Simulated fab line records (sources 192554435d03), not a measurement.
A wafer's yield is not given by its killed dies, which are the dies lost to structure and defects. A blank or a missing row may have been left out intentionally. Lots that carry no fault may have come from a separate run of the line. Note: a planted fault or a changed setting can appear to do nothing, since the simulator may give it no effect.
fab line records	flow n5Finfet
record lots=6	wafers=18	lastDay=17
route steps=1938 shown SDB@370 DUMMY_REMOVAL@377 PASSIVATION@1936
lots that met no fault: from a run of the same line without faults
startH: hours from the record's first day to the start of the lot's first wafer shown	waitH: hours from the lot's prior step to this one	" repeats the value in the row above	L1.1+2: a single row standing in for several wafers	- value missing, or start not given	* or withheld: withheld	< > ~ a bound
route shown NAME@n: NAME is a module with steps in the file, n the number in the route of the first one	usual: the fault-free wafers' mean and standard deviation	same: alike in all rows	chamber/n: place in a boat	sites: each site's reading	_std_site: how widely they spread, as a standard deviation	_edge_site: mean of outer sites minus mean of inner sites	radiusMm: how far each site lies from the wafer's centre	mask NAME#n: copy n	behind: tool/chamber where the wafer was last shaped	hold: what put the lot on hold/how long, in hours/how the hold closed	device: names the non-switching transistor (n, p or np)	end of line: tests of these same wafers at the route's end	where a step has no rows: the recipe by itself	killed: not the wafer's yield, but the dies lost to structure and defects at the first sort	map: per-die view of a wafer (x killed, . not killed, _ where there is no die)
set.NAME: the run value of the setting; set.NAME@STEP: its run value at that earlier step	model.NAME: the simulator's own value behind a step, which no gauge read
lots at selected steps of the route; one table per step, one row per wafer
services: the hour from which a tool's chamber was out of use, counted from the record's first day as startH (under 0 if before that day), plus the number of hours and why
## steps
# step N5_SDB_PRECLEAN_38
# recipe chemistry=dHF	timeS=10	dilution=750:1	tempC=25
# step N5_SDB_PRECLEAN_39
# recipe chemistry=O3/DIW	timeS=45	tempC=22	o3Ppm=10
# step N5_SDB_SRD_28
# recipe dry=ipaMarangoni	timeS=30	tempC=23	rinseLiquid=diw
# step N5_SDB_ALD_29
# recipe material=SiNx	targetThkA=300	tempC=400	aldPrecursorFamily=SiH2I2	aldCoReactant=N2/H2-plasma	pulseTimeS=1	aldCycles=600	purgeTimeS=2	coReactantPurgeTimeS=2	pressureTorr=2
# usual heaterPowerW=851/76	precursorPulseHeightRel=1.000/0.019
lot.wafer	tool	chamber	startH	waitH	heaterPowerW	precursorPulseHeightRel
L555.2	aldSin-01	2	125.15	0.4	953	1.031
L555.4	"	1	"	"	896	0.970
L555.5	"	1	126.50	1.8	883	1.012
L556.3	aldSin-02	1	127.87	0.0	897	1.028
L556.4	"	3	"	"	764	0.977
L556.6	"	0	129.23	1.4	843	1.010
L557.1	aldSin-03	0	141.21	0.0	852	1.009
L557.2	"	2	"	"	882	1.012
L557.3	"	3	"	"	965	0.998
L558.1	aldSin-01	3	145.24	0.0	754	0.992
L558.3	"	0	"	"	1001	0.972
L558.5	"	3	146.59	1.4	739	1.002
L559.4	aldSin-01	3	149.85	0.0	724	1.001
L559.5	"	2	151.20	1.4	965	1.032
L559.6	"	3	"	"	735	1.010
L567.1	aldSin-02	1	199.59	0.0	901	0.976
L567.2	"	2	"	"	786	0.999
L567.4	"	0	"	"	853	0.974
# step N5_SDB_CMP_30
# recipe stopOn=poly-Si	tOverpolishS=1.54	postCmpClean=alkalineBrush	downForcePsi=4.1491	platenRpm=51.796	padVelocityMS=1.0306	targetThkNm=30
# usual motorCurrentA=12.5/1.1	overpolishRunS=1.540/0.0084	timeToEndpointS=17/3.2
# same tOverpolishS=1.54
lot.wafer	tool	chamber	startH	waitH	motorCurrentA	overpolishRunS	timeToEndpointS
L555.4	cmp-01	0	127.96	1.5	14.5	1.538	19
L555.2	"	1	"	"	10.9	1.535	15
L555.5	"	3	"	"	13.2	1.531	19
L556.4	cmp-01	0	130.64	1.4	14.8	1.541	20
L556.3	"	1	"	"	11.2	1.546	13
L556.6	"	3	"	"	13.8	1.541	20
L557.2	cmp-03	1	143.95	1.4	12.9	1.526	20
L557.3	"	2	"	"	13.7	1.536	15
L557.1	"	0	"	"	12.5	1.545	18
L558.1	cmp-03	3	148.06	1.5	12.2	1.559	15
L558.3	"	1	"	"	13.0	1.544	17
L558.5	"	0	"	"	12.8	1.539	16
L559.4	cmp-01	1	152.70	1.5	11.0	1.543	10
L559.5	"	2	"	"	11.6	1.544	16
L559.6	"	3	"	"	13.7	1.538	18
L567.2	cmp-01	1	202.36	1.4	11.9	1.547	12
L567.1	"	2	"	"	11.0	1.556	17
L567.4	"	3	"	"	13.1	1.544	18
# step N5_SDB_THK_MEAS_31
# recipe reads=a-Si_of_DUMMY_GATE_CVD_03
# usual SDB_THK=64.4/1.3
lot.wafer	tool	chamber	startH	waitH	SDB_THK[nm]
L555.2	filmMetro-02	-	128.18	-	63.6
L555.4	"	-	"	"	66.0
L555.5	"	-	"	"	65.2
L556.3	filmMetro-01	-	130.90	-	66.7
L556.4	"	-	"	"	63.7
L556.6	"	-	"	"	63.3
L557.1	filmMetro-02	-	144.24	-	64.1
L557.2	"	-	"	"	66.0
L557.3	"	-	"	"	63.4
L558.1	filmMetro-02	-	148.35	-	64.1
L558.3	"	-	"	"	63.1
L558.5	"	-	"	"	64.0
L559.4	filmMetro-02	-	152.88	-	64.6
L559.5	"	-	"	"	62.2
L559.6	"	-	"	"	62.4
L567.1	filmMetro-01	-	202.62	-	64.1
L567.2	"	-	"	"	65.8
L567.4	"	-	"	"	65.4
# step N5_SDB_INSPECT_36
# recipe inspectInstrument=darkfield	mode=postCmp
# usual rawDefectCount=39/19
lot.wafer	tool	chamber	startH	waitH	rawDefectCount
L555.2	defectInspect-01	-	128.21	0.0	26
L555.4	"	-	"	"	20
L555.5	"	-	"	"	39
L556.3	defectInspect-01	-	130.93	0.0	105
L556.4	"	-	"	"	74
L556.6	"	-	"	"	56
L557.1	defectInspect-01	-	144.27	0.0	28
L557.2	"	-	"	"	20
L557.3	"	-	"	"	30
L558.1	defectInspect-01	-	148.38	0.0	24
L558.3	"	-	"	"	59
L558.5	"	-	"	"	24
L559.4	defectInspect-01	-	152.91	0.0	29
L559.5	"	-	"	"	31
L559.6	"	-	"	"	50
L567.1	defectInspect-02	-	202.64	0.0	44
L567.2	"	-	"	"	33
L567.4	"	-	"	"	42
# step N5_DUMMY_REMOVAL_HM_STRIP_01
# recipe chemistry=CH3F/O2	material=SiNx	targetDepthA=40	stopOn=poly-Si	timeS=6.8	overEtchFrac=0.3	ionEnergyEv=60	powerW=410	biasW=29	Ar_flow_sccm=150	CH3F_flow_sccm=30	O2_flow_sccm=20
# usual drypumpMotorCurrentA=5.9/0.45	oesProductAu=0.61/0.041	rfVppV=127.5/1.1	showerheadPlenumPTorr=2.01/0.074	throttleValvePct=16.47/0.25
lot.wafer	tool	chamber	startH	waitH	drypumpMotorCurrentA	oesProductAu	rfHoursCounterH	rfVppV	showerheadPlenumPTorr	throttleValvePct
L555.2	rieDiel-01	0	128.34	0.1	5.5	0.58	204	127.6	2.00	16.62
L555.4	"	1	"	"	5.5	0.57	-	127.3	2.06	16.77
L555.5	"	3	"	"	5.4	0.63	-	126.5	2.01	16.61
L556.3	rieDiel-01	1	130.96	0.0	5.5	0.58	236	127.9	2.06	16.76
L556.4	"	0	"	"	5.5	0.58	-	126.5	2.00	16.62
L556.6	"	1	"	"	5.5	0.57	-	127.0	2.06	16.77
L557.1	rieDiel-03	1	144.30	0.0	6.8	0.57	192	127.1	1.91	16.68
L557.2	"	3	"	"	5.8	0.65	98	126.3	1.95	16.10
L557.3	"	0	"	"	5.8	0.62	143	126.9	2.08	16.63
L558.1	rieDiel-03	1	148.41	0.0	6.8	0.57	192	127.3	1.91	16.68
L558.3	"	0	"	"	5.8	0.62	143	128.1	2.08	16.65
L558.5	"	3	"	"	5.8	0.64	-	128.0	1.95	16.08
L559.4	rieDiel-03	0	153.07	0.2	5.8	0.62	145	127.7	2.08	16.64
L559.5	"	2	"	"	6.2	0.57	-	127.1	2.06	16.48
L559.6	"	1	"	"	6.8	0.57	-	127.2	1.91	16.70
L567.1	rieDiel-01	2	202.73	0.1	5.4	0.59	192	128.0	2.07	16.48
L567.2	"	1	"	"	5.5	0.78	4	127.0	2.05	16.32
L567.4	"	0	"	"	5.5	0.57	230	126.9	1.99	16.70
# step N5_DUMMY_REMOVAL_STRIP_10
# recipe chemistry=N2/H2	timeS=40	powerW=100	tempC=40	pressureMtorr=100	rfFrequencyHz=6e+07	biasPowerW=3	n2FlowSccm=300	h2FlowSccm=300
# usual biasPowerW=2.999/0.0088	drypumpMotorCurrentA=5.9/0.45	oesProductAu=0.75/0.055	rfVppV=45.2/0.86	showerheadPlenumPTorr=3.39/0.13	throttleValvePct=12.36/0.24
lot.wafer	tool	chamber	startH	waitH	biasPowerW	drypumpMotorCurrentA	oesProductAu	rfHoursCounterH	rfVppV	showerheadPlenumPTorr	throttleValvePct
L555.2	rieDiel-01	0	128.37	0.0	2.994	5.5	0.71	204	44.3	3.36	12.49
L555.4	"	1	"	"	2.988	5.5	0.71	-	46.4	3.43	12.58
L555.5	"	3	"	"	3.009	5.4	0.80	-	44.9	3.43	12.67
L556.3	rieDiel-01	1	131.00	0.0	2.990	5.5	0.72	236	44.0	3.43	12.58
L556.4	"	0	"	"	2.995	5.5	0.71	-	45.9	3.36	12.47
L556.6	"	1	"	"	2.994	5.5	0.72	-	45.7	3.43	12.58
L557.1	rieDiel-03	1	144.34	0.0	3.009	6.8	0.68	192	46.4	3.21	12.43
L557.2	"	3	"	"	2.997	5.8	0.79	98	44.8	3.29	11.95
L557.3	"	0	"	"	2.992	5.8	0.78	143	45.9	3.51	12.46
L558.1	rieDiel-03	1	148.44	0.0	2.987	6.8	0.68	192	45.1	3.21	12.44
L558.3	"	0	"	"	2.999	5.8	0.77	143	46.0	3.51	12.45
L558.5	"	3	"	"	2.996	5.8	0.80	-	45.4	3.29	11.95
L559.4	rieDiel-03	0	153.10	0.0	3.014	5.8	0.77	145	45.7	3.51	12.46
L559.5	"	2	"	"	3.005	6.2	0.71	-	44.9	3.49	12.40
L559.6	"	1	"	"	2.984	6.8	0.68	-	43.3	3.21	12.43
L567.1	rieDiel-01	2	202.76	0.0	2.988	5.4	0.72	192	44.9	3.50	12.43
L567.2	"	1	"	"	3.004	5.5	0.95	4	45.5	3.42	11.96
L567.4	"	0	"	"	2.996	5.5	0.69	230	44.1	3.35	12.54
# step N5_DUMMY_REMOVAL_PRECLEAN_07
# recipe chemistry=dHF	timeS=30	tempC=25	dilution=withheld
# step N5_DUMMY_REMOVAL_DUMMY_REMOVE_02
# recipe chemistry=TMAH	tempC=70	target=poly-Si	stopOn=SiO2	targetDepthNm=142	concWtPct=5	timeS=57	dry=ipaMarangoni	rinseTimeS=30	rinseTempC=23
# step N5_DUMMY_REMOVAL_INSPECT_06
# recipe inspectInstrument=brightfield	mode=aei
# usual rawDefectCount=11/4.9
lot.wafer	tool	chamber	startH	waitH	rawDefectCount
L555.2	defectInspect-01	-	128.53	0.0	9
L555.4	"	-	"	"	8
L555.5	"	-	"	"	9
L556.3	defectInspect-02	-	131.16	0.0	9
L556.4	"	-	"	"	13
L556.6	"	-	"	"	14
L557.1	defectInspect-02	-	144.50	0.0	25
L557.2	"	-	"	"	13
L557.3	"	-	"	"	6
L558.1	defectInspect-02	-	148.61	0.0	6
L558.3	"	-	"	"	13
L558.5	"	-	"	"	12
L559.4	defectInspect-01	-	153.27	0.0	13
L559.5	"	-	"	"	3
L559.6	"	-	"	"	12
L567.1	defectInspect-02	-	202.93	0.0	31
L567.2	"	-	"	"	12
L567.4	"	-	"	"	20
# step N5_DUMMY_REMOVAL_PRECLEAN_08
# recipe chemistry=NF3:NH3	afsCycles=2	tempC=30	timeS=20	sublimationTempC=180	sublimationTimeS=60	pressureTorr=3	rfPowerW=30
# usual afsCycles=2/0	pressureTorr=3.000/0.0057
lot.wafer	tool	chamber	startH	waitH	afsCycles	pressureTorr	model.SiO2_of_DUMMY_GATE_ALD_02.thkNm
L555.2	remotePlasma-01	0	128.60	0.1	2	2.995	0
L555.4	"	0	"	"	2	2.999	0
L555.5	"	0	"	"	2	3.000	0
L556.3	remotePlasma-02	1	131.25	0.1	2	2.996	0
L556.4	"	1	"	"	2	3.000	0
L556.6	"	1	"	"	2	3.003	0
L557.1	remotePlasma-02	0	144.53	0.0	-	-	2
L557.2	"	0	"	"	-	-	2
L557.3	"	0	"	"	-	-	2
L558.1	remotePlasma-01	1	148.79	0.2	-	-	2
L558.3	"	1	"	"	-	-	2
L558.5	"	1	"	"	-	-	2
L559.4	remotePlasma-01	1	153.39	0.1	2	2.999	0
L559.5	"	1	"	"	2	2.999	0
L559.6	"	1	"	"	2	3.005	0
L567.1	remotePlasma-01	0	202.97	0.0	2	3.000	0
L567.2	"	0	"	"	2	2.995	0
L567.4	"	0	"	"	2	2.990	0
# step N5_DUMMY_REMOVAL_PRECLEAN_04
# recipe chemistry=DHF	timeS=37	tempC=25	dilution=500:1
# step N5_PASSIVATION_PROBE_49
# usual killed_at_M0_to_M3=34/11	killed_at_M4_up=13/5.2	killedAtContacts=13/6.3	killedAtFrontEnd=40/14	killedAtOther=3.2/2.4	killedDies=104/19	killedOpen=69/14	killedShort=32/7.5
# same grossDies=1180	killedAtBackSide=0
lot.wafer	tool	chamber	startH	waitH	killed_at_M0_to_M3	killed_at_M4_up	killedAtContacts	killedAtFrontEnd	killedAtOther	killedDies	killedOpen	killedShort
L556.3	prober-02	-	329.00	0.1	40	7	11	27	2	87	58	28
L556.4	prober-02	-	329.05	0.2	34	11	15	29	5	94	58	35
L556.6	prober-02	-	329.15	0.3	44	19	15	44	5	127	83	40
L557.1	prober-02	-	358.47	0.0	38	18	12	49	0	117	79	38
L557.2	prober-02	-	358.52	0.1	23	13	18	30	1	85	61	24
L557.3	prober-02	-	358.57	0.1	28	9	7	29	0	73	47	26
# killed by level:class
L556.3 BEOL_M2:geometricParticle:open=12 MOL_CONTACT_COAG:geometricParticle:open=8 BEOL_M0_SAQP:geometricParticle:open=7 GATE_CUT:geometricParticle:open=7 BEOL_M3:geometricParticle:open=6 BEOL_M0_SAQP:geometricParticle:short=5 FIN_SAQP:geometricParticle:open=4 FIN_SAQP:geometricParticle:short=4
L556.4 MOL_CONTACT_COAG:geometricParticle:open=9 BEOL_M2:geometricParticle:open=8 MOL_CONTACT_COAG:geometricParticle:short=6 BEOL_M0_SAQP:geometricParticle:open=6 FIN_SAQP:geometricParticle:open=5 FIN_SAQP:geometricParticle:short=5 DUMMY_GATE:geometricParticle:open=5 BEOL_M0_SAQP:geometricParticle:short=5
L556.6 MOL_CONTACT_COAG:geometricParticle:open=11 BEOL_M0_SAQP:geometricParticle:short=10 BEOL_M2:geometricParticle:open=10 FIN_SAQP:geometricParticle:open=9 BEOL_M0_SAQP:geometricParticle:open=8 STI_FIN_REVEAL:geometricParticle:open=7 FIN_SAQP:geometricParticle:short=6 DUMMY_GATE:geometricParticle:open=5
L557.1 STI_FIN_REVEAL:geometricParticle:open=16 BEOL_M0_SAQP:geometricParticle:open=10 MOL_CONTACT_COAG:geometricParticle:open=9 BEOL_M0_SAQP:geometricParticle:short=7 BEOL_M1:geometricParticle:open=7 FIN_SAQP:geometricParticle:short=6 BEOL_M2:geometricParticle:open=5 BEOL_M4:geometricParticle:open=5
L557.2 MOL_CONTACT_COAG:geometricParticle:open=15 BEOL_M0_SAQP:geometricParticle:short=7 DUMMY_GATE:geometricParticle:open=6 FIN_SAQP:geometricParticle:open=5 STI_FIN_REVEAL:geometricParticle:open=5 BEOL_M4:geometricParticle:open=5 BEOL_M6:geometricParticle:open=5 FIN_SAQP:geometricParticle:short=4
L557.3 BEOL_M0_SAQP:geometricParticle:short=10 BEOL_M0_SAQP:geometricParticle:open=10 STI_FIN_REVEAL:geometricParticle:open=8 MOL_CONTACT_COAG:geometricParticle:open=6 FIN_SAQP:geometricParticle:short=4 DUMMY_GATE:geometricParticle:open=4 BEOL_M3:geometricParticle:open=4 GATE_CUT:geometricParticle:short=3
## services
tool	chamber	startH	hours	kind
aldSin-02	0	109.50	4.8	repair
rieDiel-01	0	116.14	1.5	repair
cmp-03	-	120.98	2.5	repair
rieDiel-01	2	127.11	6.6	repair
rieDiel-03	2	140.26	5.8	repair
cmp-01	-	146.36	3.7	repair
rieDiel-01	1	176.55	-	clean
rieDiel-01	1	176.55	-	consumableReplace:focusRing
rieDiel-01	1	176.55	15.4	scheduledDown
rieDiel-01	1	176.55	15.4	ventCycle
cmp-01	-	183.00	2.6	repair
cmp-03	-	192.55	7.1	pm
## key
firstSign step=N5_DUMMY_REMOVAL_PRECLEAN_08	reading=toolRecord	direction=missing
effect none on later readings
modelEffect step=N5_DUMMY_REMOVAL_PRECLEAN_08	value=SiO2_of_DUMMY_GATE_ALD_02.thkNm	without=0	struck=2
metAt N5_DUMMY_REMOVAL_PRECLEAN_08
struckWafers L557.1,L557.2,L557.3,L558.1,L558.3,L558.5
testerLeftOut L557,L558
onsetBetween 131.25 144.53
fault kind=skippedStepWhole	tool=remotePlasma-01,remotePlasma-02	chamber=-	onsetH=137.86	steps=N5_DUMMY_REMOVAL_PRECLEAN_08	scope=struckLotsOnly
# testerLeftOut: of these lots the tester's yield and bins aren't shown, on N5 and GAA mostly nor the transistor test; their killed dies are dies lost to structure and defects alone, not to doping, threshold or leakage, so they don't give the yield
